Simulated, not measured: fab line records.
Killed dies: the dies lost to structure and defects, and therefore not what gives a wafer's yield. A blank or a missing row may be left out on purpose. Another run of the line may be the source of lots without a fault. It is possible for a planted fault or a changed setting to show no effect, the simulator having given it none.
fab line records ; flow n5_finfet
[record] lots = 4; wafers = 12; last_day = 18
route steps=1938 shown BEOL_M2@921 BEOL_M3@931 BEOL_M4@1111 PASSIVATION@1936
lots untouched by any fault: they come from a run of this same line in which no faults occurred
start_h: start of the lot's first displayed wafer, in hours after the record's first day ; wait_h: hours from the lot's prior step to this one ; " the same as in the row above ; L1.1+2: a single row standing in for several wafers ; - value missing, or start not given ; * or withheld: withheld ; < > ~ a bound
route shown NAME@n: a module of which the file shows steps, and the number in the route of the first ; usual: mean/standard deviation taken from wafers without a fault ; same: alike in all rows ; chamber/n: place in a boat ; sites: the reading at each site ; _std_site: the standard deviation of these ; _edge_site: mean of outer sites minus mean of inner sites ; radius_mm: for every site, how far away it sits from the centre of the wafer ; mask NAME#n: copy n ; behind: the last tool/chamber to shape the wafer ; hold: what put the lot on hold/how long, in hours/how the hold closed ; device: the transistor (n, p or np) that didn't switch ; end of line: tests of these same wafers at the route's end ; a step given without rows: its recipe and nothing more ; killed: count of dies lost to structure and defects at first sort (not the wafer's yield) ; map: the dies of a wafer, with x for killed, . for not killed, _ for no die there
set.NAME: the setting that was run; set.NAME@STEP: the one run at that earlier step ; model.NAME: the simulator's own value behind a step, which no gauge read
lots at selected steps of the route; one table per step, one row per wafer
services: when a tool's chamber went out of use (start_h, in hours from the record's first day, below 0 if earlier), for how many hours, and the reason
[[steps]]
[step N5_BEOL_M2_ECD_50]
[recipe] material = Cu; target_thk_a = 3000
[step N5_BEOL_M2_ANNEAL_51]
[recipe] temp_c = 225; time_s = 90; ambient = N2
[step N5_BEOL_M2_CMP_52]
[recipe] stop_on = SiOC; t_overpolish_s = 6.8; down_force_psi = 1; platen_rpm = 50; clearing_platen_down_force_psi = 1.5; clearing_platen_rpm = 50; post_cmp_clean = cu_alkaline; target_thk_nm = 40; clearing_platen_pad_velocity_m_s = 0.99484; pad_velocity_m_s = 0.99484
[step N5_BEOL_M2_PRE_CLEAN_60]
[recipe] gas = NH3/H2; time_s = 15; temp_c = *; rf_power_w = 300
[step N5_BEOL_M2_CO_CAP_55]
[recipe] material = Co; target_thk_a = 20; temp_c = 200; precursor = CCTBA/H2; pressure_torr = 30; time_s = 102.1
[step N5_BEOL_M2_PRE_CLEAN_56]
[recipe] gas = NH3; time_s = 15; temp_c = withheld; rf_power_w = 300
[step N5_BEOL_M2_DEP_57]
[recipe] material = SiCN; target_thk_a = 80; temp_c = withheld; precursor = 3MS/NH3; pressure_torr = 3; rf_w = 202; time_s = 14
[step N5_BEOL_M3_ILD_DEP_00]
[recipe] material = SiOC; target_thk_a = 790; temp_c = 350; precursor = DEMS/O2; pressure_torr = 5; rf_w = 500; time_s = 15.3
[step N5_BEOL_M3_PECVD_72]
[recipe] material = SiO2; target_thk_a = 160; temp_c = 400; precursor = TEOS/O2; pressure_torr = 5.5; rf_w = 450; teos_flow_sccm = 53.8; gas = O2; flow_sccm = 3000; time_s = 18
[usual] chamber_pressure_Torr = 5.502/0.011; heater_power_outer_w = 428/59; heater_power_w = 723/95; showerhead_plenum_p_Torr = 8.79/0.052; throttle_valve_pct = 22.5/0.71
lot.wafer;tool;chamber;start_h;wait_h;chamber_pressure_Torr;heater_power_outer_w;heater_power_w;showerhead_plenum_p_Torr;throttle_valve_pct
L334.1;pecvd-02;1;186.24;0.0;5.513;364;636;8.87;21.3
L334.2;pecvd-02;2;186.24;0.0;5.525;452;713;8.80;22.0
L334.6;pecvd-02;1;186.24;0.0;5.489;382;638;8.86;21.3
L340.3;pecvd-02;1;223.36;0.0;-;-;-;-;-
L340.5;pecvd-02;1;223.36;0.0;-;-;-;-;-
L340.6;pecvd-02;0;223.36;0.0;-;-;-;-;-
L341.2;pecvd-02;1;229.25;0.0;-;-;-;-;-
L341.3;pecvd-02;2;229.25;0.0;-;-;-;-;-
L341.4;pecvd-02;1;229.25;0.0;-;-;-;-;-
L349.2;pecvd-02;0;291.38;0.0;5.498;450;766;8.86;23.2
L349.4;pecvd-02;1;291.38;0.0;5.507;356;642;8.86;21.3
L349.6;pecvd-02;2;291.38;0.0;5.520;419;665;8.79;22.2
[step N5_BEOL_M3_HM_DEP_02]
[recipe] material = TiN; target_thk_a = 200; temp_c = 25; chamber_pressure_pa = 0.49996
[step N5_BEOL_M3_COAT_61]
[recipe] resist = SOC; temp_c = 250; time_s = 60; spin_rpm = 1500; resist_thk_nm = 60
[step N5_BEOL_M3_COAT_62]
[recipe] resist = SiARC; temp_c = 220; time_s = 60; spin_rpm = 1500; resist_thk_nm = 12
[step N5_BEOL_M3_COAT_73]
[recipe] resist = underlayer; temp_c = 205; time_s = 60; spin_rpm = 1500; resist_thk_nm = 5
[step N5_BEOL_M3_COAT_05]
[recipe] resist = CAR-EUV; spin_rpm = 1500; resist_thk_nm = 30
[step N5_BEOL_M3_EBR_07]
[recipe] solvent = PGMEA; ebr_width_mm = 1.5
[step N5_BEOL_M3_SOFTBAKE_06]
[recipe] temp_c = 110; time_s = 60; resist = CAR-EUV
[step N5_BEOL_M3_EXPOSE_08]
[recipe] mask_id = M3; na = 0.33; source_shape = dipole; sigma_inner = 0.369; sigma_outer = 0.767; polarization = unpolarized; dose_mj = 33
[step N5_BEOL_M3_PEB_09]
[recipe] peb_temp_c = 100; peb_time_s = 60; resist = CAR-EUV
[step N5_BEOL_M3_DEVELOP_10]
[recipe] develop_time_s = 30; developer = TMAH; resist = CAR-EUV; rinse_liquid = surfactant_rinse; dry = air_spin; dev_temp_c = 23
[step N5_BEOL_M3_DESCUM_16]
[recipe] chemistry = O2; time_s = 7; source_power_w = 50; bias_power_w = 20; pressure_mtorr = 20; rf_frequency_hz = 2.712e+07; temp_c = 40; resist = CAR-EUV; o2_flow_sccm = 225
[step N5_BEOL_M3_ETCH_74]
[recipe] chemistry = N2/H2; target = underlayer; target_depth_a = 65; mask_material = CAR-EUV; time_s = 5.2; ion_energy_ev = 200; pressure_mtorr = 30; source_w = 840; bias_w = 150; n2_flow_sccm = 200; h2_flow_sccm = 200; ends = cleared
[step N5_BEOL_M3_ETCH_63]
[recipe] chemistry = CF4; target = SiARC; target_depth_a = 156; mask_material = CAR-EUV; time_s = 26; ion_energy_ev = 80; pressure_mtorr = 40; source_w = 545; bias_w = 36; Ar_flow_sccm = 100; cf4_flow_sccm = 100; ends = cleared
[step N5_BEOL_M3_ETCH_64]
[recipe] chemistry = N2/H2; target = SOC; target_depth_a = 750; overetch_a = 150; mask_material = SiARC; temp_c = 40; time_s = 112.5; ion_energy_ev = 200; pressure_mtorr = 30; source_w = 840; bias_w = 150; n2_flow_sccm = 200; h2_flow_sccm = 200
[step N5_BEOL_M3_STRIP_65]
[recipe] chemistry = N2/H2; temp_c = 40; n2_flow_sccm = 200; h2_flow_sccm = 200; rf_frequency_hz = 6e+07
[step N5_BEOL_M3_STRIP_75]
[recipe] chemistry = N2/H2; temp_c = 40; n2_flow_sccm = 200; h2_flow_sccm = 200; rf_frequency_hz = 6e+07
[step N5_BEOL_M3_STRIP_66]
[recipe] chemistry = CF4; resist = SiARC; power_w = 300; bias_power_w = 75; pressure_mtorr = 50; cf4_flow_sccm = 150; rf_frequency_hz = 6e+07
[step N5_BEOL_M3_HM_OPEN_17]
[recipe] chemistry = Cl2/BCl3; target_depth_a = 200; overetch_a = 60; target = TiN; mask_material = SOC; ion_energy_ev = 150; pressure_mtorr = 10; icp_w = 1000; bias_w = 126; Cl2_flow_sccm = 53.25; bcl3_flow_sccm = 21.75; Ar_flow_sccm = 25
[step N5_BEOL_M3_STRIP_19]
[recipe] chemistry = O2; power_w = 400; temp_c = 40; pressure_mtorr = 30; rf_frequency_hz = 6e+07; bias_power_w = 0; overash_fraction = 0.2; o2_flow_sccm = 225
[step N5_BEOL_M3_COAT_67]
[recipe] resist = SOC; temp_c = 250; time_s = 60; spin_rpm = 1500; resist_thk_nm = 60
[step N5_BEOL_M3_COAT_68]
[recipe] resist = SiARC; temp_c = 220; time_s = 60; spin_rpm = 1500; resist_thk_nm = 12
[step N5_BEOL_M3_COAT_76]
[recipe] resist = underlayer; temp_c = 205; time_s = 60; spin_rpm = 1500; resist_thk_nm = 5
[step N5_BEOL_M3_COAT_22]
[recipe] resist = CAR-EUV; spin_rpm = 1500; resist_thk_nm = 30
[step N5_BEOL_M3_EBR_24]
[recipe] solvent = PGMEA; ebr_width_mm = 1.5
[step N5_BEOL_M3_SOFTBAKE_23]
[recipe] temp_c = 110; time_s = 60; resist = CAR-EUV
[step N5_BEOL_M4_RC_MEAS_101]
[usual] DIBL_N = 36.4/1.2; DIBL_P = 36.1/1.6; IOFF_N = 0.156/0.024; IOFF_P = 0.21/0.031; ION_N = 674/11; ION_P = 463/6.9; SS_N = 71.5/0.5; SS_P = 73.2/0.55; VT_N = 250.0/2.9; VT_P = -250/3.6
lot.wafer;tool;chamber;start_h;wait_h;DIBL_N[mV/V];DIBL_P[mV/V];IOFF_N[nA/um];IOFF_P[nA/um];ION_N[uA/um];ION_P[uA/um];SS_N[mV/dec];SS_P[mV/dec];VT_N[mV];VT_P[mV]
L334.1;prober-02;0;202.91;0.0;36.8;37.1;0.146;0.19;666;459;71.8;72.4;252.4;-252
L334.2;prober-02;0;202.91;0.0;37.5;37.3;0.156;0.20;656;456;71.6;73.0;249.8;-251
L334.6;prober-02;0;202.91;0.0;37.1;36.8;0.149;0.20;664;458;71.0;72.0;250.7;-251
L340.3;prober-02;0;244.21;0.3;36.5;35.6;0.168;0.19;685;453;71.2;73.4;250.4;-253
L340.5;prober-02;0;244.21;0.3;35.4;34.0;0.138;0.17;663;452;71.2;72.5;250.0;-255
L340.6;prober-02;0;244.21;0.3;36.7;35.7;0.170;0.19;685;460;71.6;73.4;247.7;-253
L341.2;prober-02;0;252.79;0.2;35.6;34.5;0.134;0.17;661;452;71.4;73.2;255.2;-256
L341.3;prober-02;0;252.79;0.2;36.0;35.8;0.162;0.19;686;462;71.6;73.8;251.0;-252
L341.4;prober-02;0;252.79;0.2;37.4;37.1;0.163;0.20;673;455;71.3;73.6;251.6;-255
L349.2;prober-01;0;314.90;0.2;37.0;36.9;0.183;0.20;695;463;72.7;73.8;246.0;-251
L349.4;prober-01;0;314.90;0.2;36.7;36.2;0.167;0.18;680;458;71.1;73.9;249.4;-254
L349.6;prober-01;0;314.90;0.2;35.6;35.2;0.154;0.17;679;457;72.1;73.0;247.6;-254
[step N5_PASSIVATION_PROBE_49]
[usual] defect_limited_yield = 91.4/1.5; killed_at_M0_to_M3 = 31/11; killed_at_M4_up = 13/5.5; killed_at_contacts = 13/6.3; killed_at_front_end = 40/13; killed_at_other = 3.3/2.6; killed_dies = 101/18; killed_on_rim = 13/4; killed_open = 67/13; killed_short = 33/7.9; sort_bin_5_function = 5.1/1; sort_bin_6_memory = 3.2/0.68; sort_bin_8_speed = 0/0; sort_n_pass = 1079/18; sort_yield_pct = 91.4/1.5
[same] gross_dies = 1180; killed_at_back_side = 0; sort_bin_4_leakage[%] = 0
lot.wafer;tool;chamber;start_h;wait_h;defect_limited_yield[%];killed_at_M0_to_M3;killed_at_M4_up;killed_at_contacts;killed_at_front_end;killed_at_other;killed_dies;killed_on_rim;killed_open;killed_short;sort_bin_5_function[%];sort_bin_6_memory[%];sort_bin_8_speed[%];sort_n_pass;sort_yield_pct[%]
L334.1;prober-02;-;297.76;0.0;92.2;32;11;10;37;2;92;10;64;28;4.3;3.3;0;1088;92.2
L334.2;prober-02;-;297.81;0.1;91.6;29;18;9;41;2;99;16;69;29;4.7;3.4;0;1081;91.6
L334.6;prober-02;-;298.01;0.3;93.4;23;14;11;30;0;78;8;52;26;3.7;2.7;0;1102;93.4
L340.3;prober-02;-;351.51;0.1;65.3;356;16;7;29;2;410;124;49;23;32.1;2.3;0;770;65.3
L340.5;prober-02;-;351.61;0.2;65.0;363;11;4;32;3;413;109;40;35;31.9;2.6;0;767;65.0
L340.6;prober-02;-;351.66;0.3;65.0;343;17;14;36;3;413;28;63;31;30.9;3.8;0;767;65.0
L341.2;prober-01;-;354.27;0.1;63.1;351;15;6;59;5;436;111;63;49;32.6;3.6;0;744;63.1
L341.3;prober-01;-;354.32;0.1;61.3;364;16;15;57;5;457;34;104;46;34.2;4.4;0.08;723;61.3
L341.4;prober-01;-;354.37;0.2;63.6;352;19;11;41;6;429;113;74;35;32.9;3.1;0;751;63.6
L349.2;prober-02;-;422.38;0.1;89.3;35;5;4;78;4;126;19;86;40;6.4;3.7;0;1054;89.3
L349.4;prober-02;-;422.48;0.2;91.7;28;16;12;41;1;98;13;68;29;3.9;3.6;0;1082;91.7
L349.6;prober-02;-;422.58;0.3;94.2;28;7;13;18;3;69;7;40;29;3.1;2.5;0;1111;94.2
// killed by level:class
L334.1 STI_FIN_REVEAL:geometric_particle:open=10 BEOL_M3:geometric_particle:open=9 MOL_CONTACT_COAG:geometric_particle:open=7 BEOL_M1:geometric_particle:open=6 STARTING-WAFER:geometric_particle:short=6 FIN_SAQP:geometric_particle:open=5 FIN_SAQP:geometric_particle:short=5 BEOL_M0:geometric_particle:open=5
L334.2 STI_FIN_REVEAL:geometric_particle:open=10 FIN_SAQP:geometric_particle:open=8 BEOL_M4:geometric_particle:open=7 BEOL_M3:geometric_particle:open=6 BEOL_M4:geometric_particle:short=6 DUMMY_GATE:geometric_particle:open=5 MOL_CONTACT_COAG:geometric_particle:open=5 BEOL_M1:geometric_particle:open=5
L334.6 FIN_SAQP:geometric_particle:short=9 MOL_CONTACT_COAG:geometric_particle:open=9 BEOL_M2:geometric_particle:open=7 FIN_SAQP:geometric_particle:open=6 BEOL_M4:geometric_particle:open=5 STI_FIN_REVEAL:geometric_particle:open=4 BEOL_M0_SAQP:geometric_particle:open=4 BEOL_M1:geometric_particle:open=4
L340.3 BEOL_M3:area_pecvd=338 FIN_SAQP:geometric_particle:open=6 BEOL_M2:geometric_particle:open=6 MOL_CONTACT_COAG:geometric_particle:open=5 BEOL_M1:geometric_particle:open=5 DUMMY_GATE:geometric_particle:open=4 BEOL_M0_SAQP:geometric_particle:short=4 BEOL_M6:geometric_particle:open=4
L340.5 BEOL_M3:area_pecvd=337 FIN_SAQP:geometric_particle:short=9 BEOL_M1:geometric_particle:short=5 BEOL_M1:geometric_particle:open=5 STARTING-WAFER:geometric_particle:short=5 FIN_SAQP:geometric_particle:open=4 MOL_CONTACT_COAG:geometric_particle:open=4 BEOL_M3:geometric_particle:open=4
L340.6 BEOL_M3:area_pecvd=318 MOL_CONTACT_COAG:geometric_particle:open=13 GATE_CUT:geometric_particle:short=10 FIN_SAQP:geometric_particle:open=8 BEOL_M8:geometric_particle:open=6 FIN_SAQP:geometric_particle:short=5 BEOL_M2:geometric_particle:open=5 BEOL_M4:geometric_particle:open=4
L341.2 BEOL_M3:area_pecvd=322 FIN_SAQP:geometric_particle:short=23 FIN_SAQP:geometric_particle:open=16 BEOL_M4:geometric_particle:open=7 BEOL_M3:geometric_particle:open=5 STARTING-WAFER:geometric_particle:open=4 MOL_CONTACT_COAG:geometric_particle:open=4 BEOL_M0_SAQP:geometric_particle:short=4
L341.3 BEOL_M3:area_pecvd=305 BEOL_M0_SAQP:geometric_particle:open=18 FIN_SAQP:geometric_particle:short=17 FIN_SAQP:geometric_particle:open=14 MOL_CONTACT_COAG:geometric_particle:open=14 BEOL_M0_SAQP:geometric_particle:short=13 BEOL_M3:geometric_particle:open=11 DUMMY_GATE:geometric_particle:open=6
L341.4 BEOL_M3:area_pecvd=318 BEOL_M3:geometric_particle:open=19 FIN_SAQP:geometric_particle:short=11 MOL_CONTACT_COAG:geometric_particle:open=9 BEOL_M4:geometric_particle:open=7 DUMMY_GATE:geometric_particle:open=6 FIN_SAQP:geometric_particle:open=5 BEOL_M0_SAQP:geometric_particle:open=4
L349.2 FIN_SAQP:geometric_particle:open=24 STI_FIN_REVEAL:geometric_particle:open=20 FIN_SAQP:geometric_particle:short=18 BEOL_M0_SAQP:geometric_particle:short=8 BEOL_M3:geometric_particle:open=7 BEOL_M2:geometric_particle:open=7 DUMMY_GATE:geometric_particle:open=7 BEOL_M0_SAQP:geometric_particle:open=6
L349.4 FIN_SAQP:geometric_particle:open=14 MOL_CONTACT_COAG:geometric_particle:open=9 FIN_SAQP:geometric_particle:short=8 BEOL_M4:geometric_particle:open=7 GATE_CUT:geometric_particle:short=6 BEOL_M1:geometric_particle:open=6 STI_FIN_REVEAL:geometric_particle:open=5 BEOL_M2:geometric_particle:open=5
L349.6 MOL_CONTACT_COAG:geometric_particle:open=11 BEOL_M0_SAQP:geometric_particle:short=7 STARTING-WAFER:geometric_particle:short=6 BEOL_M0_SAQP:geometric_particle:open=5 BEOL_M1:geometric_particle:open=5 BEOL_M3:geometric_particle:open=4 BEOL_M3:geometric_particle:short=4 STI_FIN_REVEAL:geometric_particle:open=3
// map L340.5 (x killed, . not)
_________________x.x.x.xx.x..________________
______________.xxx.x.xxxx.xxxxxx_____________
___________xx.xx.xxxxxxx....xxxxxxx__________
__________xxx.xxx...xx.xx...xxx.xxxx_________
________xx..x.x....xxx.x.xx.x....xx.xx_______
_______xxxx....x.x.xxx..xx....x..xxxx..______
______.x.x..x......x....xx.xx..xx.x..xx._____
_____xxxx...x..x.....x.......x....xxxx..x____
____x....xxx...x.x....x.............xxxxxx___
___..x...xxx.........x.x..x.x...x......xxxx__
___xx.x..xx..x..........x..x....x....xxxxxx__
__xx.x....xx........................x..xx.xx_
__x.x.xx.x....................xx.....xx.xx.x_
_..x.x.x............x...xx...........xx..x.xx
_xxx..x......x.............x......xxx.x.xxxxx
_.x.x....x....x.......................x.xx..x
_.x.....x.................x.........x...xxxxx
_.xxx...xx.............x........x....xx.x.x.x
_x.x.xxx......x.....................x.x.x...x
_xxx.x..x......x..................x...xx..xxx
_....x......x..x.x....x................xxx.x.
__x.x...x...x..................x...x..xx.xxx_
__..x......x...xx........x.............x.xxx_
___x..xx..............xx...........x.xx.xxx__
___x.x..x.........x.....................x.x__
____.xxxxx........x.x..........xx..x..x.xx___
_____.xxxx.x.........x...x.xxx.....xxx.xx____
______xx....x....x.............xxxx.xx.x_____
_______x..x....x...x..xx..x..x..x..xxxx______
________xxx.....xx.x.....x.xxx....xxxx_______
__________xxx.xxxxx........xx.xxxx.x_________
___________x.xx..x.xxxx...xxxxxx.xx__________
______________.x..xx..x.x...xxx._____________
_________________xxxxx..xxxxx________________
// map L341.3 (x killed, . not)
_________________............________________
______________.......x.....x...._____________
___________..xx....xx...xx.........__________
__________...x......x...x..........._________
________.x.......x..x....x.x....x.x..x_______
_______.x.......xx.x.xx....x...........______
______x..x..x..x....x....x........x.x.x._____
_____x.......xx.x..xx..xx..........x.....____
____xxx..x.......xxx...x......xx......x...___
___..xx.x...xxxxxxxx.xxxx......x..x....xx..__
___.xxxx.xxx.xx.x.xx...x..x...x............__
__...xxx....xxx..x.xx..x.xx.x.x...x........._
__xx..x.xxxxx.xxxx.xxxx....xx..x....x......._
_x.xx.x.x.x.xxx.xxxxxxxxxxxx..........x....x.
_xx.xx.xxx.xx..x.xx.xxx.xx..xx.x..........x..
_x.xx.x..x....x..xxxxx.xxxx..x..x...x.....x.x
_.xxx..xx.x.x.xxxx.xx.xx..xxx.xx......xxx....
_..xx..x.x.xxxx..x..x.x..xxx....x..x.......x.
_xxxxx.xx.xx.xxxx.x.xx.xx.xx....xxx..x..x....
_.xxxx..xxx.x.xx.xx..x.xx..x...x.x........x.x
_x.x..xxxxxxxxx.xxxxxxx.x..x.xx....xx......x.
__...x.x..xx..xxxxxx.xxx.xx..x..xx.........._
__...xx...x.xxxx..xxx..xxx.xx...........xx.._
___....xx.xxxx.xxxx.x.xxx.x....x..x...x....__
___...x.xxx.x......xxx.xxx..xxx...x....xx.x__
____x....xxxx...x.x...xx.....x...xx...x...___
_____xxx.xx..x...xxxx..xx..xx.....x......____
______.x.xxxxxxx..x.xxx...xxx.x..xx....._____
_______......xx..x..xxxx.xxx...x...x...______
________....xx..xx......x.x....x.....x_______
__________....x..xx..x...x.xx.x....x_________
___________.xx.....x......x.xx.x...__________
______________.x......x.x......._____________
_________________.....x...x.x________________
[[services]]
tool;chamber;start_h;hours;kind
pecvd-02;1;173.68;2.1;scheduled_down
pecvd-02;2;286.00;2.1;scheduled_down
[[key]]
[first_sign] step = N5_BEOL_M3_PECVD_72; reading = tool_record; direction = missing
[effect] step = N5_PASSIVATION_PROBE_49; reading = killed_at_M0_to_M3; direction = up; sigmas = 30; usual = 31; struck = 355
[more_kills_born_at] N5_BEOL_M3_PECVD_72@pecvd-02 = 1934
met_at N5_BEOL_M3_PECVD_72
struck_wafers L340.3,L340.5,L340.6,L341.2,L341.3,L341.4
onset_between 186.24 223.36
[fault] kind = skipped_step_whole; tool = pecvd-02; chamber = -; onset_h = 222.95; steps = N5_BEOL_M3_PECVD_72; scope = struck_lots_only
